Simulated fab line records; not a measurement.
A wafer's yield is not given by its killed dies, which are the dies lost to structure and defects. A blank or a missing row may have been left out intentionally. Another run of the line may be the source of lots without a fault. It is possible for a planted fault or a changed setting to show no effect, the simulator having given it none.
Matching of chambers ; flow n5-finfet ; N5_DUMMY_GATE_ETCH_36 on rie-diel-02 has 4 sister chambers
The step etches SiARC in CF4, target depth 13 nm. 7 wafers are shown with their chamber, then 6 later ones without.

== EACH WAFER AND ITS CHAMBER ==
wafer;chamber;throttle-valve-pct (%);drypump-motor-current-A (A)
L484.6;2;15.73;6.4
L488.2;2;15.73;6.5
L489.3;0;14.96;5.4
L489.5;1;15.38;5.7
L490.1;1;15.38;5.7
L490.3;3;15.64;5.4
L490.5;3;15.65;5.4

== WAFERS WHOSE CHAMBER IS MISSING ==
wafer;throttle-valve-pct (%);drypump-motor-current-A (A)
L494.1;15.40;5.7
L494.4;14.99;5.3
L494.5;15.38;5.7
L495.2;14.99;5.4
L495.4;15.75;6.4
L495.6;15.65;5.4

== CHAMBER TAKEN BY EACH ==
wafer;from the rows above;in truth
L494.1;1;1
L494.4;0;0
L494.5;1;1
L495.2;0;0
L495.4;2;2
L495.6;3;3
Placed correctly: 6 of 6. Can't be placed from these rows: 0. Wrongly placed: 0.
How it was worked out, from the rows above alone: a wafer's distance from a chamber is the root of the sum, over the readings, of the square of ((its reading less the chamber's mean) divided by the reading's scatter). If the next closest chamber is less than 2 further off than the closest, the wafer can't be placed; otherwise it belongs to the closest. The mean given for a chamber averages the wafers shown for that chamber. The scatter is the square root of a quotient: the sum, over the shown wafers, of each reading's squared deviation from its chamber's mean, divided by wafers minus chambers.
